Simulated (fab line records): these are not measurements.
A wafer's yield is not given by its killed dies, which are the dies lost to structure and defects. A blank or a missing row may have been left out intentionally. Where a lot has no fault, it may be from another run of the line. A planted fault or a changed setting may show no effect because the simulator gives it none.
The same fault as seen by 2 desks | flow nandHarc | each desk has only its own numbers; what lay behind them comes last

THE METROLOGY DESK
Lot by lot, what the gauges showed, no matter which tool ran the lot: averages of those sampled wafers that carry a number. A lot is out of limits, marked OUT, if its mean lies more than 4 standard deviations from the usual mean; the brackets give that distance.
Columns: A = thkNm at NHARC_P_M2_THK_MEAS_24, usual 144.1 nm
lot  | first seen here | A
L297 | day 6 12:35     | 146.4
L298 | day 6 20:15     | 144.5
L301 | day 8 00:46     | 143.3
L302 | day 8 09:56     | 144.9
L306 | day 10 09:18    | 144.9
L307 | day 10 13:13    | 143.9
L308 | day 11 02:02    | 142.2
L310 | day 11 18:39    | 144.6
L313 | day 13 05:32    | 144.0
L314 | day 13 09:00    | 144.5
L318 | day 15 00:32    | 144.3
L319 | day 15 16:56    | 145.2
L320 | day 16 10:04    | 143.8
Finding of this desk: none of the 13 lots has anything out of limits.

THE TOOL OWNER'S DESK: lithoTrack-03
Per lot that ran on this tool, the mean of the sampled wafers carrying a number, from the tool's own readings at NHARC_P_BONDPAD_SOFTBAKE_04 (time 70 s). A lot is out of limits, marked OUT, if its mean lies more than 4 standard deviations from the usual mean; the brackets give that distance.
Columns: A = heaterPowerTotalW at NHARC_P_BONDPAD_SOFTBAKE_04, usual 200.7 W
lot  | first seen here | A
L298 | day 6 21:00     | 200.3
L301 | day 8 02:00     | 201.9
L302 | day 8 11:00     | 200.2
L306 | day 10 10:00    | 200.9
L308 | day 11 03:00    | 200.3
L313 | day 13 07:00    | 207.1 (+4.9) OUT
L314 | day 13 10:00    | 214.9 (+11) OUT
L319 | day 15 18:00    | 200.7
L320 | day 16 11:00    | 200.8
This desk's verdict: out of limits on L313, L314, starting with L313 at day 13 07:00 (heaterPowerTotalW at NHARC_P_BONDPAD_SOFTBAKE_04). In limits: L298, L301, L302, L306, L308, L319, L320.

PUT TOGETHER
The tool owner's desk could have raised an alarm at day 13 07:00, on L313, L314.
The metrology desk saw nothing out of limits.
The metrology desk has L313, L314 on record, within its limits.
The lots listed all ran NHARC_P_BONDPAD_SOFTBAKE_04 on lithoTrack-03.

WHAT WAS PUT IN BY THE SIMULATOR
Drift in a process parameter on lithoTrack-03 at NHARC_P_BONDPAD_SOFTBAKE_04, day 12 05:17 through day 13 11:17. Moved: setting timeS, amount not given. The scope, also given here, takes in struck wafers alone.
Struck lots among those shown: L313, L314.
Time in hours from fault onset to the first out-of-limits reading at each desk: the tool owner's desk, 26.
